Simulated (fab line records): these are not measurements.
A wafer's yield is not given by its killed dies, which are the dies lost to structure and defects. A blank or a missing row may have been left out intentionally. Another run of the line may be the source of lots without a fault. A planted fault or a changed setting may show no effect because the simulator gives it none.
Matching of chambers / flow nand harc / NHARC_A_SGD_CUT_ETCH_58 on rie diel-11 has 4 sister chambers
The step etches the open film in CF4, target depth 39 nm, time 65 s. 14 wafers are shown with their chamber, then 7 later ones without.

## WAFERS WITH THEIR CHAMBER
wafer=L074.1; chamber=2; drypump motor current A (A)=5.3; showerhead plenum p Torr (Torr)=1.74; rf vpp V (V)=150.4
wafer=L074.5; chamber=3; drypump motor current A (A)=5.0; showerhead plenum p Torr (Torr)=1.65; rf vpp V (V)=148.5
wafer=L074.6; chamber=2; drypump motor current A (A)=5.3; showerhead plenum p Torr (Torr)=1.73; rf vpp V (V)=152.5
wafer=L077.1; chamber=2; drypump motor current A (A)=5.3; showerhead plenum p Torr (Torr)=1.73; rf vpp V (V)=152.5
wafer=L077.2; chamber=3; drypump motor current A (A)=5.0; showerhead plenum p Torr (Torr)=1.65; rf vpp V (V)=150.4
wafer=L077.6; chamber=2; drypump motor current A (A)=5.3; showerhead plenum p Torr (Torr)=1.73; rf vpp V (V)=150.8
wafer=L082.1; chamber=1; drypump motor current A (A)=6.4; showerhead plenum p Torr (Torr)=1.82; rf vpp V (V)=152.8
wafer=L082.2; chamber=0; drypump motor current A (A)=5.8; showerhead plenum p Torr (Torr)=1.82; rf vpp V (V)=152.8
wafer=L082.5; chamber=0; drypump motor current A (A)=5.8; showerhead plenum p Torr (Torr)=1.82; rf vpp V (V)=150.9
wafer=L086.1; chamber=0; drypump motor current A (A)=5.8; showerhead plenum p Torr (Torr)=1.82; rf vpp V (V)=152.0
wafer=L086.3; chamber=3; drypump motor current A (A)=5.0; showerhead plenum p Torr (Torr)=1.65; rf vpp V (V)=149.3
wafer=L086.5; chamber=1; drypump motor current A (A)=6.4; showerhead plenum p Torr (Torr)=1.81; rf vpp V (V)=153.0
wafer=L089.3; chamber=1; drypump motor current A (A)=6.4; showerhead plenum p Torr (Torr)=1.81; rf vpp V (V)=152.8
wafer=L089.5; chamber=2; drypump motor current A (A)=5.2; showerhead plenum p Torr (Torr)=1.73; rf vpp V (V)=150.4

SIGNATURES (averages over the wafers above)
reading=drypump motor current A; chamber 0=5.800; chamber 1=6.400; chamber 2=5.280; chamber 3=5.000; scatter within a chamber=0.0283
reading=showerhead plenum p Torr; chamber 0=1.8200; chamber 1=1.8133; chamber 2=1.7320; chamber 3=1.6500; scatter within a chamber=0.00383
reading=rf vpp V; chamber 0=151.900; chamber 1=152.867; chamber 2=151.320; chamber 3=149.400; scatter within a chamber=0.917
Rule: distance of a wafer from a chamber = root of the sum over the readings of ((wafer's reading minus chamber's mean) / reading's scatter) squared. The wafer belongs to the nearest chamber; if the next one is less than 2 further off, it can't be placed. The scatter: take each reading less its chamber's mean, square it, sum over the shown wafers, divide by the number of wafers less the number of chambers, and take the root.

## WAFERS WITHOUT THEIR CHAMBER
wafer=L089.6; drypump motor current A (A)=5.0; showerhead plenum p Torr (Torr)=1.65; rf vpp V (V)=151.3
wafer=L090.1; drypump motor current A (A)=5.0; showerhead plenum p Torr (Torr)=1.65; rf vpp V (V)=150.4
wafer=L090.3; drypump motor current A (A)=6.3; showerhead plenum p Torr (Torr)=1.81; rf vpp V (V)=152.3
wafer=L090.5; drypump motor current A (A)=5.0; showerhead plenum p Torr (Torr)=1.65; rf vpp V (V)=150.2
wafer=L095.3; drypump motor current A (A)=5.8; showerhead plenum p Torr (Torr)=1.82; rf vpp V (V)=151.3
wafer=L095.5; drypump motor current A (A)=5.8; showerhead plenum p Torr (Torr)=1.82; rf vpp V (V)=153.5
wafer=L095.6; drypump motor current A (A)=5.0; showerhead plenum p Torr (Torr)=1.65; rf vpp V (V)=148.4

## WHICH CHAMBER EACH WENT THROUGH
wafer=L089.6; from the rows above=3; in truth=3
wafer=L090.1; from the rows above=3; in truth=3
wafer=L090.3; from the rows above=1; in truth=1
wafer=L090.5; from the rows above=3; in truth=3
wafer=L095.3; from the rows above=0; in truth=0
wafer=L095.5; from the rows above=0; in truth=0
wafer=L095.6; from the rows above=3; in truth=3
Placed correctly: 7 of 7. Not placeable from these rows: 0. Number placed wrongly: 0.
